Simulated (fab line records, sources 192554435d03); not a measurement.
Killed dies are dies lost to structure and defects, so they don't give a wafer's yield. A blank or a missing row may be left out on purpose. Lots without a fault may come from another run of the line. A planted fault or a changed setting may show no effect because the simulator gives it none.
A struck lot beside a sound one | flow n5_finfet | 41 steps out of a route of 1938
Sound: wafers L105.2, L105.3, L105.5. Struck: wafers L108.3, L108.5. (L108.2 of the same lot was not struck and is left out.) The cause comes at the end.
At each step with rows: each side's tool, then ch and its chambers, then its first start. Under that, the readings that differ: sound wafers | struck wafers | difference of the means | sigmas: that difference in standard deviations of wafers without a fault.
alike: readings whose means differ by less than 2 such deviations, and words and numbers that are the same on both sides. not compared: withheld readings, readings that some wafer has no value for, bounds like >300 that may hide the same value, and numbers for which the record gives no deviation and whose values overlap.
The two part at a step that has a row with sigmas, a row that says differs or no value, or rows on one side only. Numbers that don't overlap but have no deviation are shown without sigmas and don't part them. A reading that every wafer of one side lacks parts them only if that side has two wafers or more.

first, 9 steps without rows for these wafers: N5_BEOL_M0_SAQP_EXPOSE_11 (exposes mask M0 CORE, target cd 42 nm); N5_BEOL_M0_SAQP_PEB_12 (peb time 60 s); N5_BEOL_M0_SAQP_DEVELOP_13 (develop time 30 s); N5_BEOL_M0_SAQP_DESCUM_19 (chemistry O2, time 7.9 s); N5_BEOL_M0_SAQP_ETCH_83 (etches SiARC in CF4, target depth 39 nm, time 65 s); N5_BEOL_M0_SAQP_ETCH_84 (etches SOC in N2/H2, target depth 100 nm, overetch 20 nm, time 150 s); N5_BEOL_M0_SAQP_STRIP_80 (strips in N2/H2); N5_BEOL_M0_SAQP_HM_OPEN_112 (chemistry CHF3/O2, target SiO2, stops on a-Si, target depth 12 nm, time 13.5 s); N5_BEOL_M0_SAQP_STRIP_113 (strips in CHF3/O2).
N5_BEOL_M0_SAQP_MANDREL_ETCH_20: etches a-Si in HBr/Cl2, stops on SiNx, target depth 60 nm, bt time 10 s, time 30 s.
  sound on rie_si-06 ch 0,2, day 8 12:04; struck on rie_si-06 ch 0, day 10 07:29
  alike: bias_w, drypump_motor_current_A, oes_product_au, throttle_valve_pct
  not compared: rf_hours_counter_h
then, 27 steps without rows for these wafers: N5_BEOL_M0_SAQP_STRIP_86 (strips in N2/H2); N5_BEOL_M0_SAQP_STRIP_115 (strips in post etch residue remover, time 60 s); N5_BEOL_M0_SAQP_SRD_93 (time 30 s); N5_BEOL_M0_SAQP_RECESS_114 (chemistry HF/NH3, target SiO2, target depth 14.4 nm, afs cycles 3, sublimation time 60 s); N5_BEOL_M0_SAQP_SPACER1_ALD_98 (deposits SiO2, target thk 12.8 nm, pulse time 1 s, purge time 2 s); N5_BEOL_M0_SAQP_SPACER1_ETCHBACK_99 (etches SiO2 in CHF3/O2, target depth 15.4 nm, time 7.7 s); N5_BEOL_M0_SAQP_MANDREL1_REMOVE_100 (chemistry HBr/Cl2/O2, target a-Si, stops on SiNx, bt time 10 s); N5_BEOL_M0_SAQP_ETCH_101 (etches SiNx in CH3F/O2, target depth 29.9 nm, time 42.7 s); N5_BEOL_M0_SAQP_ETCH_102 (etches SiO2 in CF4, target depth 4 nm, time 4.4 s); N5_BEOL_M0_SAQP_MANDREL_ETCH_103 (etches a-Si in HBr/Cl2, stops on SiCN, target depth 45 nm, bt time 10 s, time 27 s); N5_BEOL_M0_SAQP_RECESS_104 (chemistry HF/NH3, target SiO2, target depth 18 nm, afs cycles 3, sublimation time 60 s); N5_BEOL_M0_SAQP_COAT_105 (time 60 s, resist thk 100 nm); N5_BEOL_M0_SAQP_ETCH_106 (etches SOC in N2/H2, stops on SiNx, target depth 150 nm); N5_BEOL_M0_SAQP_ETCH_107 (etches SiNx in CH3F/O2, target depth 30 nm); N5_BEOL_M0_SAQP_STRIP_108 (strips in N2/H2); N5_BEOL_M0_SAQP_RECESS_109 (chemistry HF/NH3, target SiO2, target depth 3 nm, afs cycles 1, sublimation time 60 s); N5_BEOL_M0_SAQP_SPACER2_ALD_26 (deposits SiO2, target thk 15 nm, pulse time 1 s, purge time 2 s); N5_BEOL_M0_SAQP_SPACER2_ETCHBACK_27 (etches SiO2 in CHF3/O2, target depth 22.5 nm, time 11.25 s); N5_BEOL_M0_SAQP_MANDREL2_REMOVE_110 (chemistry HBr/Cl2/O2, target a-Si, stops on SiCN, bt time 10 s); N5_BEOL_M0_SAQP_COAT_69 (time 60 s, resist thk 90 nm); N5_BEOL_M0_SAQP_COAT_72 (time 60 s, resist thk 15 nm); N5_BEOL_M0_SAQP_COAT_87 (time 60 s, resist thk 5 nm); N5_BEOL_M0_SAQP_COAT_34 (resist thk 30 nm); N5_BEOL_M0_SAQP_EBR_36; N5_BEOL_M0_SAQP_SOFTBAKE_35 (time 60 s); N5_BEOL_M0_SAQP_EXPOSE_37 (exposes mask M0 CUT1, target cd 30 nm); N5_BEOL_M0_SAQP_PEB_38 (peb time 60 s).
N5_BEOL_M0_SAQP_INSPECT_42: inspects for defects (brightfield).
  sound on defect_inspect-01, day 9 19:41; struck on defect_inspect-01, day 10 14:26
  reading          | sound       | struck  | difference | sigmas
  raw_defect_count | 244 179 183 | 510 566 | +336       | +4
N5_BEOL_M0_CUTY_INSPECT_59: inspects for defects (macro).
  sound on defect_inspect-01, day 9 21:23; struck on defect_inspect-02, day 10 16:26
  reading          | sound | struck  | difference | sigmas
  raw_defect_count | 0 1 3 | 271 240 | +254       | +99 or more
-- the record jumps here: 2 days lie between the struck wafers' starts before and after (it left off in module BEOL_M0_CUTY and takes up again in module BEOL_M4, whose first step shown is number 1111 of the route) --
N5_BEOL_M4_RC_MEAS_101:
  sound on prober-02 ch 0, day 12 01:27; struck on prober-02 ch 0, day 13 02:11
  reading        | sound             | struck      | difference | sigmas
  IOFF_P (nA/um) | 0.179 0.213 0.206 | 0.274 0.263 | +0.069     | +2
  VT_P (mV)      | -253 -249 -252    | -243 -245   | +7         | +2
  alike: DIBL_N, DIBL_P, IOFF_N, ION_N, ION_P, SS_N, SS_P, VT_N
-- the record jumps here: 4 days lie between the struck wafers' starts before and after (it left off in module BEOL_M4 and takes up again in module PASSIVATION, whose first step shown is number 1936 of the route) --
N5_PASSIVATION_PROBE_49:
  the record has rows for the struck wafers here (prober-02, day 17 08:36) and none for the sound ones

WHERE THEY PART
First at N5_BEOL_M0_SAQP_INSPECT_42; last, within this record, at N5_PASSIVATION_PROBE_49.

WHY: what the simulator had put in
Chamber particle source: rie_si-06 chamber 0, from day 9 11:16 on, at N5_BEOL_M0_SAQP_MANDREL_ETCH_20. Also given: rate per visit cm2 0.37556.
